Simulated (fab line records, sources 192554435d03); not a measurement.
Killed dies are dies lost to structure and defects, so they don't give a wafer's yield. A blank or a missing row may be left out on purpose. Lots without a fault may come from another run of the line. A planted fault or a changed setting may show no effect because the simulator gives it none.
Chamber matching | flow n5_finfet | N5_BEOL_M0_SAQP_ETCH_101 on rie_diel-01: 4 sister chambers
The step etches SiNx in CH3F/O2, target depth 29.9 nm, time 42.7 s. 8 wafers are shown with their chamber, then 10 later ones without.

WAFERS WITH THEIR CHAMBER
wafer  | chamber | drypump_motor_current_A (A) | showerhead_plenum_p_Torr (Torr)
L086.1 | 2       | 5.1                         | 2.11
L086.4 | 3       | 6.0                         | 1.98
L086.6 | 0       | 6.2                         | 1.90
L090.1 | 1       | 6.4                         | 1.99
L090.2 | 2       | 5.1                         | 2.10
L090.6 | 1       | 6.4                         | 1.99
L092.1 | 3       | 5.9                         | 1.98
L092.2 | 0       | 6.2                         | 1.90

WAFERS WITHOUT THEIR CHAMBER
wafer  | drypump_motor_current_A (A) | showerhead_plenum_p_Torr (Torr)
L092.6 | 6.2                         | 1.90
L093.1 | 6.4                         | 1.98
L093.4 | 5.1                         | 2.10
L093.5 | 6.2                         | 1.90
L094.1 | 6.2                         | 1.90
L094.5 | 6.4                         | 1.98
L094.6 | 6.2                         | 1.90
L095.1 | 6.2                         | 1.89
L095.2 | 5.9                         | 1.98
L095.4 | 6.4                         | 1.98

WHICH CHAMBER EACH WENT THROUGH
wafer  | from the rows above | in truth
L092.6 | 0                   | 0
L093.1 | 1                   | 1
L093.4 | 2                   | 2
L093.5 | 0                   | 0
L094.1 | 0                   | 0
L094.5 | 1                   | 1
L094.6 | 0                   | 0
L095.1 | 0                   | 0
L095.2 | 3                   | 3
L095.4 | 1                   | 1
Placed correctly: 10 of 10. Can't be placed from these rows: 0. Placed wrongly: 0.
How it was worked out, from the rows above alone: a wafer's distance from a chamber is the root of the sum, over the readings, of the square of ((its reading less the chamber's mean) divided by the reading's scatter). The wafer belongs to the nearest chamber; if the next one is less than 2 further off, it can't be placed. A chamber's mean is the mean of its shown wafers. The scatter: the root of (the sum of the squares of (reading less its chamber's mean) over the shown wafers, divided by (wafers less chambers)).
